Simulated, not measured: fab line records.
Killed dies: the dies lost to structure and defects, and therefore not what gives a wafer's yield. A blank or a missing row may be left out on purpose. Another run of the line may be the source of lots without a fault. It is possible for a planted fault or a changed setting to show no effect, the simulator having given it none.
Matching of chambers + flow n5Finfet + 4 sister chambers for N5_BEOL_M7_STRIP_67 on rieDiel-06
The step strips in CF4. 4 wafers are shown with their chamber, then 8 later ones without.

## WAFERS PAIRED WITH THEIR CHAMBERS
| wafer  | chamber | drypumpMotorCurrentA (A) |
|--------|---------|--------------------------|
| L079.1 | 0       | 5.2                      |
| L078.2 | 2       | 6.1                      |
| L078.3 | 1       | 5.7                      |
| L080.4 | 3       | 6.2                      |

## WAFERS WITHOUT THEIR CHAMBER
| wafer  | drypumpMotorCurrentA (A) |
|--------|--------------------------|
| L080.5 | 5.7                      |
| L080.6 | 6.0                      |
| L081.3 | 6.2                      |
| L081.5 | 6.1                      |
| L081.6 | 6.2                      |
| L093.1 | 6.2                      |
| L093.3 | 5.2                      |
| L093.4 | 6.0                      |

## THE CHAMBER EACH PASSED THROUGH
| wafer  | from the rows above | in truth |
|--------|---------------------|----------|
| L080.5 | 1                   | 1        |
| L080.6 | 2                   | 2        |
| L081.3 | 3                   | 3        |
| L081.5 | 2                   | 2        |
| L081.6 | 3                   | 3        |
| L093.1 | 3                   | 3        |
| L093.3 | 0                   | 0        |
| L093.4 | 2                   | 2        |
8 of 8 placed correctly. Not placeable from these rows: 0. Wrongly placed: 0.
How it was worked out, from the rows above alone: a wafer's distance from a chamber is the root of the sum, over the readings, of the square of ((its reading less the chamber's mean) divided by the reading's scatter). The wafer belongs to the nearest chamber; if the next one is less than 2 further off, it can't be placed. Each chamber's mean is taken over the wafers shown for it. The scatter: root of mean squared gap, hidden wafer to nearest shown wafer, with one shown wafer a chamber.
